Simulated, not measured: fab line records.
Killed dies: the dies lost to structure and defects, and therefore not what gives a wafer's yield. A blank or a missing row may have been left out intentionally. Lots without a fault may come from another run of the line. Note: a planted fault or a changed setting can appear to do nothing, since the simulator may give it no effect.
What tool caused it? + flow n5-finfet + 12 lots with 36 wafers sampled at 2 steps, on a route of 1938 steps

## WHAT THE GAUGES READ, wafer by wafer
N5_BEOL_M13_INSPECT_12: inspects for defects (macro).
| lot  | measured     | on                | raw-defect-count |
|------|--------------|-------------------|------------------|
| L075 | day 12 08:43 | defect-inspect-02 | 4 1 2            |
| L077 | day 12 14:26 | defect-inspect-02 | 3 0 0            |
| L078 | day 12 21:40 | defect-inspect-01 | 0 3 1            |
| L081 | day 13 03:30 | defect-inspect-02 | 3 1 1            |
| L082 | day 14 01:05 | defect-inspect-02 | 5 0 1            |
| L086 | day 14 19:39 | defect-inspect-01 | 3 0 2            |
| L088 | day 15 06:47 | defect-inspect-02 | 1 0 1            |
| L090 | day 15 20:30 | defect-inspect-01 | 2 4 1            |
| L089 | day 16 12:15 | defect-inspect-02 | 3 0 2            |
| L092 | day 17 02:07 | defect-inspect-01 | 1 5 1            |
| L094 | day 17 07:14 | defect-inspect-02 | 4 3 2            |
| L097 | day 18 05:44 | defect-inspect-01 | 1 2 2            |

## WHAT TOOL EACH LOT RAN ON (gives the tool, then ch and the chambers of the sampled wafers, and finally the start)
| lot  | N5_BEOL_M13_ILD_DEP_00          |
|------|---------------------------------|
| L075 | pecvd-03 ch 0,2, day 12 08:02   |
| L077 | pecvd-02 ch 0,2, day 12 13:48   |
| L078 | pecvd-03 ch 0,1,2, day 12 21:05 |
| L081 | pecvd-04 ch 0,1,2, day 13 02:52 |
| L082 | pecvd-02 ch 0,1,2, day 14 00:35 |
| L086 | pecvd-04 ch 0,1,2, day 14 19:01 |
| L088 | pecvd-04 ch 0,1, day 15 06:04   |
| L090 | pecvd-03 ch 0,2, day 15 19:58   |
| L089 | pecvd-03 ch 0,2, day 16 11:44   |
| L092 | pecvd-02 ch 0,2, day 17 01:32   |
| L094 | pecvd-04 ch 0,2, day 17 06:35   |
| L097 | pecvd-02 ch 0,2, day 18 04:57   |
- N5_BEOL_M13_ILD_DEP_00: deposits SiOC from DEMS/O2, target thk 837.92 nm, time 166.4 s.

## THE ANSWER, worked out from the rows above alone
Rule: usual is defined by the lots themselves. The widest of any qualifying gaps counts: lots, ordered by their means at a reading, are off when they make up no more than a third of the lots, leave a main group of 4 or more, and stand apart from it by 3 or more times the standard deviation of that group's means. Not used: any main group whose means are identical at the precision the tables above print for the reading. A lot without any number at a reading at which 4 lots or more have one is off too. The other lots that the step has rows for count as sound.
Nothing can be told from this: no lot is off at any reading shown.

## WHAT WAS PUT IN BY THE SIMULATOR
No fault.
